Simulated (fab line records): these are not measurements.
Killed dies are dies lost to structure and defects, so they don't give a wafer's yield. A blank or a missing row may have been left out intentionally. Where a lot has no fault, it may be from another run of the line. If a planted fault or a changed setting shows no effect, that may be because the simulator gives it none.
The same fault as seen by 2 desks | flow nandHarc | numbers are kept per desk, each desk with only its own; the story behind them comes last

## DESK OF THE TOOL OWNER: rieDiel-04
The tool's own readings at NHARC_P_BONDPAD_ETCH_24 (etches the open film in CF4/N2, target depth 30 nm, time 72.99 s): means of the sampled wafers that have a number, for each lot that ran on this tool. Marked OUT: a lot whose mean sits more than 4 standard deviations from the usual mean, which makes it out of limits; the brackets give that distance.
Columns: A = drypumpMotorCurrentA at NHARC_P_BONDPAD_ETCH_24, usual 5.64 A; B = oesProductAu at NHARC_P_BONDPAD_ETCH_24, usual 1.002 a.u.; C = rfVppV at NHARC_P_BONDPAD_ETCH_24, usual 315.4 V; D = runLengthS at NHARC_P_BONDPAD_ETCH_24, usual 94.4 s; E = showerheadPlenumPTorr at NHARC_P_BONDPAD_ETCH_24, usual 2.70 Torr; F = throttleValvePct at NHARC_P_BONDPAD_ETCH_24, usual 19.793 %
lot  | first seen here | A    | B     | C     | D              | E    | F
L569 | day 6 20:10     | 5.91 | 1.011 | 314.2 | 94.6           | 2.67 | 19.803
L576 | day 8 06:43     | 5.67 | 1.000 | 314.7 | 94.3           | 2.71 | 19.790
L585 | day 10 18:14    | 5.55 | 0.998 | 315.6 | 82.9 (-22) OUT | 2.73 | 19.785
L587 | day 11 09:40    | 5.39 | 1.004 | 316.4 | 88.6 (-11) OUT | 2.74 | 19.787
Finding of this desk: L585, L587 out of limits; the first was L585 at day 10 18:14, on runLengthS at NHARC_P_BONDPAD_ETCH_24. In limits: L569, L576.

## THE DEFECT DESK
Lot by lot, what the route's inspections counted, given as the mean of those sampled wafers with a number. Marked OUT: a lot whose mean sits more than 4 standard deviations from the usual mean, which makes it out of limits; the brackets give that distance.
Columns: A = rawDefectCount at NHARC_P_BONDPAD_INSPECT_23, usual 360
lot  | first seen here | A
L570 | day 6 17:28     | 283
L569 | day 6 22:22     | 319
L571 | day 7 13:59     | 394
L576 | day 8 08:49     | 401
L577 | day 8 22:08     | 531
L585 | day 10 20:16    | 256
L587 | day 11 11:47    | 344
L588 | day 11 12:38    | 178
L589 | day 11 18:20    | 593
L591 | day 11 22:08    | 384
L590 | day 11 22:36    | 287
Result from this desk: across the 11 lots, nothing is out of limits.

## TAKEN TOGETHER
At day 10 18:14, on L585, L587, the tool owner's desk was in a position to raise an alarm.
Nothing out of limits was seen by the defect desk.
The defect desk has L585, L587 on record, within its limits.
All the named lots went through NHARC_P_BONDPAD_ETCH_24 on rieDiel-04.

## WHAT WAS PUT IN BY THE SIMULATOR
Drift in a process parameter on rieDiel-04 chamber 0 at NHARC_P_BONDPAD_ETCH_24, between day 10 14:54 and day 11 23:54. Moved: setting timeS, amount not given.
Shown lots that were struck: L585, L587.
Time in hours from fault onset to the first out-of-limits reading at each desk: the tool owner's desk, 3.
